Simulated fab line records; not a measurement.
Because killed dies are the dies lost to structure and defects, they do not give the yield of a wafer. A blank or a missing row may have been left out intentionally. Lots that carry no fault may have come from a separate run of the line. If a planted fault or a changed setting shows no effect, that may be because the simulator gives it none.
fab line records -- flow nand_harc
record lots=15, wafers=42, last_day=24
route steps=1159 shown P_GATE@215 P_CONTACT@240 P_M0@265 P_M1@301
lots with no fault: from the same line, run without faults
start_h: start of the lot's first displayed wafer, in hours after the record's first day -- wait_h: hours since the lot's step before -- " unchanged from the row above -- L1.1+2: several wafers, shown together as one row -- - value missing, or start not given -- * or withheld: withheld -- < > ~ a bound
route shown NAME@n: NAME is a module with steps in the file, n the number in the route of the first one -- usual: mean and standard deviation over wafers with no fault -- same: alike in all rows -- chamber/n: place in a boat -- sites: the reading at each site -- _std_site: how widely they spread, as a standard deviation -- _edge_site: inner sites' mean taken away from outer sites' mean -- radius_mm: for every site, how far away it sits from the centre of the wafer -- mask NAME#n: copy n -- behind: the most recent tool/chamber to have shaped the wafer -- hold: why the lot went on hold/how many hours it stayed there/how the hold came to an end -- device: names the non-switching transistor (n, p or np) -- end of line: the route-end tests of the same wafers -- a step with no rows: only its recipe -- killed: dies lost to structure and defects at the first sort, not the wafer's yield -- map: a wafer's dies, marking killed ones x, the rest . and places with no die _
set.NAME: the setting that was run; set.NAME@STEP: the one run at that earlier step -- model.NAME: the simulator's own value behind a step, which no gauge read
one table for each step of the route and one row for each wafer, over a sample of lots
services: when a tool's chamber went out of use (start_h, in hours from the record's first day, below 0 if earlier), for how many hours, and the reason
## steps
# step NHARC_P_GATE_RTA_82
# recipe temp_c=450, time_s=30
# usual lamp_power_pct=4.5/0.47, wafer_temp_C_max=451.7/0.48
# same time_s=30
lot.wafer,tool,chamber,start_h,wait_h,lamp_power_pct,wafer_temp_C_max
L136.2,rtp_anneal-02,0,105.34,-,4.9,452.3
L136.5,rtp_anneal-02,0,105.34,-,4.9,452.4
L136.6,rtp_anneal-02,0,105.34,-,4.9,452.2
L137.3,rtp_anneal-02,0,106.01,-,4.9,451.5
L137.4,rtp_anneal-02,0,106.01,-,4.9,451.8
L137.5,rtp_anneal-02,0,106.01,-,4.9,451.2
L139.1,rtp_anneal-02,0,118.90,-,4.9,451.3
L139.3,rtp_anneal-02,0,118.90,-,4.9,451.6
L139.4,rtp_anneal-02,0,118.90,-,4.9,451.2
L138.1,rtp_anneal-01,0,119.33,-,3.9,452.4
L138.2,rtp_anneal-01,0,119.33,-,3.9,451.9
L138.5,rtp_anneal-01,0,119.33,-,3.9,452.8
L141.2,rtp_anneal-02,0,133.55,-,4.9,451.9
L141.5,rtp_anneal-02,0,133.55,-,4.9,451.7
L141.6,rtp_anneal-02,0,133.55,-,4.9,451.7
L144.2,rtp_anneal-02,0,159.61,-,4.9,451.5
L144.3,rtp_anneal-02,0,159.61,-,4.9,451.6
L144.4,rtp_anneal-02,0,159.61,-,4.9,450.9
L149.1,rtp_anneal-02,0,187.16,-,4.9,451.4
L149.4,rtp_anneal-02,0,187.16,-,4.9,451.7
L147.1,rtp_anneal-01,0,188.35,-,3.9,452.0
L147.4,rtp_anneal-01,0,188.35,-,3.9,451.9
L148.4,rtp_anneal-02,0,189.73,-,4.9,451.4
L148.5,rtp_anneal-02,0,189.73,-,4.9,451.6
L151.3,rtp_anneal-02,0,197.17,-,4.9,451.7
L151.4,rtp_anneal-02,0,197.17,-,4.9,451.8
L151.6,rtp_anneal-02,0,197.17,-,4.9,451.3
L153.2,rtp_anneal-01,0,208.91,-,3.9,451.9
L153.3,rtp_anneal-01,0,208.91,-,3.9,451.7
L153.5,rtp_anneal-01,0,208.91,-,3.9,452.0
L155.1,rtp_anneal-01,0,217.70,-,3.9,452.0
L155.2,rtp_anneal-01,0,217.70,-,3.9,451.5
L155.6,rtp_anneal-01,0,217.70,-,3.9,451.7
L154.1,rtp_anneal-02,0,218.13,-,4.9,452.3
L154.3,rtp_anneal-02,0,218.13,-,4.9,452.0
L154.6,rtp_anneal-02,0,218.13,-,4.9,451.5
L157.2,rtp_anneal-01,0,228.02,-,3.9,451.5
L157.3,rtp_anneal-01,0,228.02,-,3.9,452.2
L157.6,rtp_anneal-01,0,228.02,-,3.9,451.0
L159.1,rtp_anneal-02,0,244.59,-,4.9,451.2
L159.2,rtp_anneal-02,0,244.59,-,4.9,451.3
L159.4,rtp_anneal-02,0,244.59,-,4.9,451.3
# step NHARC_P_CONTACT_ETCH_31
# recipe target_depth_a=300, time_s=85.7, ion_energy_ev=120, over_etch_frac=1, ch3f_flow_sccm=50, o2_flow_sccm=30, ar_flow_sccm=200, rf_w=500, bias_w=100, chemistry=CH3F/O2
# usual chamber_pressure_mTorr=25.001/0.022, drypump_motor_current_A=5.5/0.43, oes_product_au=0.981/0.012, rf_vpp_V=244.1/2, showerhead_plenum_p_Torr=2.45/0.12, throttle_valve_pct=20.664/0.0087
# same time_s=85.7
lot.wafer,tool,chamber,start_h,wait_h,chamber_pressure_mTorr,drypump_motor_current_A,oes_product_au,rf_hours_counter_h,rf_vpp_V,showerhead_plenum_p_Torr,throttle_valve_pct
L136.2,rie_diel-11,3,108.17,-,25.019,5.3,0.977,8,247.3,2.59,20.678
L136.5,rie_diel-11,3,108.17,-,24.984,5.4,0.973,-,245.2,2.59,20.676
L136.6,rie_diel-11,0,108.17,-,25.041,5.9,0.988,-,246.7,2.57,20.661
L137.3,rie_diel-08,0,108.81,-,24.993,4.8,0.966,17,241.3,2.29,20.664
L137.4,rie_diel-08,1,108.81,-,25.012,5.8,0.963,17,241.8,2.33,20.642
L137.5,rie_diel-08,3,108.81,-,24.994,5.1,0.971,-,242.3,2.33,20.675
L139.3,rie_diel-08,3,121.67,-,24.999,5.1,0.983,19,243.1,2.32,20.677
L139.1,rie_diel-08,1,121.67,-,25.017,5.8,0.975,18,243.5,2.32,20.667
L139.4,rie_diel-08,2,121.67,-,25.010,5.5,0.971,17,246.1,2.57,20.670
L138.1,rie_diel-11,0,122.16,-,25.024,5.9,0.964,9,245.8,2.57,20.661
L138.2,rie_diel-11,3,122.16,-,25.019,5.3,0.959,9,245.9,2.59,20.664
L138.5,rie_diel-11,1,122.16,-,25.027,5.3,0.965,-,246.7,2.57,20.659
L141.2,rie_diel-11,0,136.19,-,25.018,5.9,0.989,10,245.3,2.57,20.661
L141.6,rie_diel-11,3,136.19,-,24.996,5.3,0.980,-,245.9,2.59,20.669
L141.5,rie_diel-11,0,136.19,-,24.978,5.9,0.991,-,243.6,2.57,20.666
L144.2,rie_diel-08,3,162.37,-,25.015,5.1,0.992,3,241.7,2.32,20.663
L144.3,rie_diel-08,0,162.37,-,25.026,4.9,0.971,2,241.3,2.29,20.667
L144.4,rie_diel-08,1,162.37,-,25.026,5.8,0.969,2,241.5,2.32,20.661
L149.4,rie_diel-08,0,189.98,0.1,25.011,4.9,0.677,5,243.1,2.29,20.680
L149.1,rie_diel-08,1,189.98,0.1,24.988,5.8,1.001,5,242.3,2.32,20.682
L147.4,rie_diel-08,2,191.11,-,25.000,5.5,0.674,5,246.8,2.57,20.664
L147.1,rie_diel-08,3,191.11,-,24.968,5.1,0.978,4,241.8,2.32,20.659
L148.4,rie_diel-08,0,192.40,-,25.008,4.9,0.663,6,242.1,2.29,20.671
L148.5,rie_diel-08,3,192.40,-,25.032,5.1,0.674,-,239.5,2.32,20.677
L151.3,rie_diel-11,0,200.03,-,25.030,5.9,0.986,0,246.9,2.57,20.662
L151.4,rie_diel-11,3,200.03,-,24.978,5.3,0.991,0,245.9,2.59,20.650
L151.6,rie_diel-11,0,200.03,-,24.997,5.9,0.986,-,246.4,2.57,20.642
L153.3,rie_diel-11,0,212.02,-,24.973,5.9,0.972,1,246.0,2.57,20.664
L153.2,rie_diel-11,1,212.02,-,24.999,5.3,0.988,1,246.4,2.57,20.663
L153.5,rie_diel-11,0,212.02,-,25.030,5.9,0.969,-,244.9,2.57,20.645
L155.1,rie_diel-11,3,221.02,-,24.979,5.4,0.982,2,246.9,2.59,20.666
L155.2,rie_diel-11,1,221.02,-,25.028,5.3,0.993,2,245.7,2.57,20.648
L155.6,rie_diel-11,3,221.02,-,24.981,5.3,0.979,-,246.5,2.59,20.640
L154.1,rie_diel-05,0,222.14,-,25.015,5.3,0.961,17,242.8,2.38,20.673
L154.3,rie_diel-05,2,222.14,-,24.988,5.6,0.956,16,244.6,2.46,20.673
L154.6,rie_diel-05,1,222.14,-,24.993,6.5,0.974,-,242.9,2.36,20.656
L157.2,rie_diel-11,2,230.72,-,24.960,6.2,0.987,3,245.8,2.49,20.648
L157.3,rie_diel-11,0,230.72,-,24.981,5.9,0.979,3,246.2,2.56,20.653
L157.6,rie_diel-11,2,230.72,-,24.980,6.2,0.989,-,243.6,2.49,20.665
L159.1,rie_diel-11,2,247.79,-,24.967,6.2,0.942,4,245.2,2.49,20.678
L159.2,rie_diel-11,3,247.79,-,25.013,5.3,0.970,5,246.5,2.59,20.671
L159.4,rie_diel-11,0,247.79,-,25.042,5.9,0.966,4,244.8,2.56,20.664
# step NHARC_P_M0_INSPECT_11
# usual raw_defect_count=4.2/2.8
lot.wafer,tool,chamber,start_h,wait_h,raw_defect_count
L136.2,defect_inspect-01,-,115.14,0.0,1
L136.5,defect_inspect-01,-,115.14,0.0,3
L136.6,defect_inspect-01,-,115.14,0.0,4
L137.3,defect_inspect-01,-,115.76,0.0,6
L137.4,defect_inspect-01,-,115.76,0.0,3
L137.5,defect_inspect-01,-,115.76,0.0,1
L139.1,defect_inspect-01,-,134.11,0.0,2
L139.3,defect_inspect-01,-,134.11,0.0,6
L139.4,defect_inspect-01,-,134.11,0.0,4
L138.1,defect_inspect-01,-,134.52,0.0,3
L138.2,defect_inspect-01,-,134.52,0.0,0
L138.5,defect_inspect-01,-,134.52,0.0,3
L141.2,defect_inspect-01,-,148.06,0.0,2
L141.5,defect_inspect-01,-,148.06,0.0,3
L141.6,defect_inspect-01,-,148.06,0.0,2
L144.2,defect_inspect-01,-,165.71,0.0,2
L144.3,defect_inspect-01,-,165.71,0.0,1
L144.4,defect_inspect-01,-,165.71,0.0,5
L149.1,defect_inspect-01,-,194.09,0.0,7
L149.4,defect_inspect-01,-,194.09,0.0,8
L147.1,defect_inspect-01,-,194.64,0.0,0
L147.4,defect_inspect-01,-,194.64,0.0,4
L148.4,defect_inspect-02,-,195.77,0.0,3
L148.5,defect_inspect-02,-,195.77,0.0,2
L151.3,defect_inspect-02,-,208.22,0.0,8
L151.4,defect_inspect-02,-,208.22,0.0,14
L151.6,defect_inspect-02,-,208.22,0.0,14
L153.2,defect_inspect-01,-,221.52,0.0,1
L153.3,defect_inspect-01,-,221.52,0.0,4
L153.5,defect_inspect-01,-,221.52,0.0,4
L155.1,defect_inspect-01,-,224.39,0.0,6
L155.2,defect_inspect-01,-,224.39,0.0,5
L155.6,defect_inspect-01,-,224.39,0.0,6
L154.1,defect_inspect-01,-,225.91,0.0,2
L154.3,defect_inspect-01,-,225.91,0.0,1
L154.6,defect_inspect-01,-,225.91,0.0,2
L157.2,defect_inspect-02,-,236.17,0.1,2
L157.3,defect_inspect-02,-,236.17,0.1,7
L157.6,defect_inspect-02,-,236.17,0.1,3
L159.1,defect_inspect-02,-,251.16,0.0,4
L159.2,defect_inspect-02,-,251.16,0.0,9
L159.4,defect_inspect-02,-,251.16,0.0,2
# step NHARC_P_M1_CD_MEAS_16
# usual cd_nm=130.1/0.58
lot.wafer,tool,chamber,start_h,wait_h,cd_nm
L136.2,cd_sem-03,-,119.45,-,130.3
L136.5,cd_sem-03,-,119.45,-,130.9
L136.6,cd_sem-03,-,119.45,-,130.5
L137.3,cd_sem-03,-,120.19,-,131.3
L137.4,cd_sem-03,-,120.19,-,130.7
L137.5,cd_sem-03,-,120.19,-,130.8
L139.1,cd_sem-01,-,138.58,-,130.4
L139.3,cd_sem-01,-,138.58,-,129.5
L139.4,cd_sem-01,-,138.58,-,129.9
L138.1,cd_sem-01,-,139.60,-,129.5
L138.2,cd_sem-01,-,139.60,-,130.7
L138.5,cd_sem-01,-,139.60,-,130.1
L141.2,cd_sem-03,-,152.49,-,129.8
L141.5,cd_sem-03,-,152.49,-,129.8
L141.6,cd_sem-03,-,152.49,-,130.3
L144.2,cd_sem-02,-,170.24,-,130.1
L144.3,cd_sem-02,-,170.24,-,130.5
L144.4,cd_sem-02,-,170.24,-,130.4
L149.1,cd_sem-02,-,198.66,-,130.5
L149.4,cd_sem-02,-,198.66,-,129.6
L147.1,cd_sem-02,-,199.01,-,130.5
L147.4,cd_sem-02,-,199.01,-,130.1
L148.4,cd_sem-03,-,200.55,-,128.7
L148.5,cd_sem-03,-,200.55,-,129.2
L151.3,cd_sem-03,-,213.33,-,129.9
L151.4,cd_sem-03,-,213.33,-,130.2
L151.6,cd_sem-03,-,213.33,-,129.7
L153.2,cd_sem-02,-,226.56,-,130.4
L153.3,cd_sem-02,-,226.56,-,130.5
L153.5,cd_sem-02,-,226.56,-,130.3
L155.1,cd_sem-03,-,229.04,-,130.4
L155.2,cd_sem-03,-,229.04,-,130.3
L155.6,cd_sem-03,-,229.04,-,130.0
L154.1,cd_sem-03,-,230.60,-,130.6
L154.3,cd_sem-03,-,230.60,-,130.1
L154.6,cd_sem-03,-,230.60,-,130.6
L157.2,cd_sem-03,-,240.67,-,130.7
L157.3,cd_sem-03,-,240.67,-,130.4
L157.6,cd_sem-03,-,240.67,-,130.0
L159.1,cd_sem-02,-,256.00,-,130.0
L159.2,cd_sem-02,-,256.00,-,129.9
L159.4,cd_sem-02,-,256.00,-,128.9
## services
tool,chamber,start_h,hours,kind
rie_diel-08,0,84.62,4.7,repair
rie_diel-11,0,95.13,-,clean
rie_diel-11,1,95.13,-,clean
rie_diel-11,2,95.13,-,clean
rie_diel-11,3,95.13,-,clean
rie_diel-11,0,119.63,-,clean
rie_diel-11,1,119.63,-,clean
rie_diel-11,2,119.63,-,clean
rie_diel-11,3,119.63,-,clean
rie_diel-08,-,124.80,9.0,pm
rie_diel-11,0,144.18,-,clean
rie_diel-11,1,144.18,-,clean
rie_diel-11,2,144.18,-,clean
rie_diel-11,3,144.18,-,clean
rie_diel-05,-,163.65,9.0,pm
rie_diel-11,0,168.68,-,clean
rie_diel-11,1,168.68,-,clean
rie_diel-11,2,168.68,-,clean
rie_diel-11,3,168.68,-,clean
rie_diel-08,3,169.80,7.6,repair
rie_diel-11,-,189.52,9.0,pm
rie_diel-11,0,189.52,9.0,vent_cycle
rie_diel-11,1,189.52,9.0,vent_cycle
rie_diel-08,1,239.18,2.5,repair
## key
first_sign step=NHARC_P_CONTACT_ETCH_31, reading=oes_product_au, direction=down, sigmas=26, usual=0.981, struck=0.672
effect none on later readings
met_at NHARC_P_CONTACT_ETCH_31
struck_lots L147,L148,L149
struck_wafers L147.4,L148.4,L148.5,L149.4
sort_left_out L147.4,L148.4,L148.5,L149.4
tester_left_out L147,L148,L149
not_acting_at NHARC_P_GATE_RTA_82,NHARC_P_M0_INSPECT_11,NHARC_P_M1_CD_MEAS_16
onset_between 162.37 189.98
fault kind=process_parameter_drift, tool=rie_diel-08, chamber=-, onset_h=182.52, steps=NHARC_P_CONTACT_ETCH_31, channel=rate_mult, offset=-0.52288, shape=step, end_h=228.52, scope=struck_wafers_only
# tester_left_out: of these lots the tester's yield and bins aren't shown, on N5 and GAA mostly nor the transistor test; their killed dies are dies lost to structure and defects alone, not to doping, threshold or leakage, so they don't give the yield
# sort_left_out: the simulated sort isn't trusted on such a fault, so these wafers' sort isn't shown, and their yield isn't known
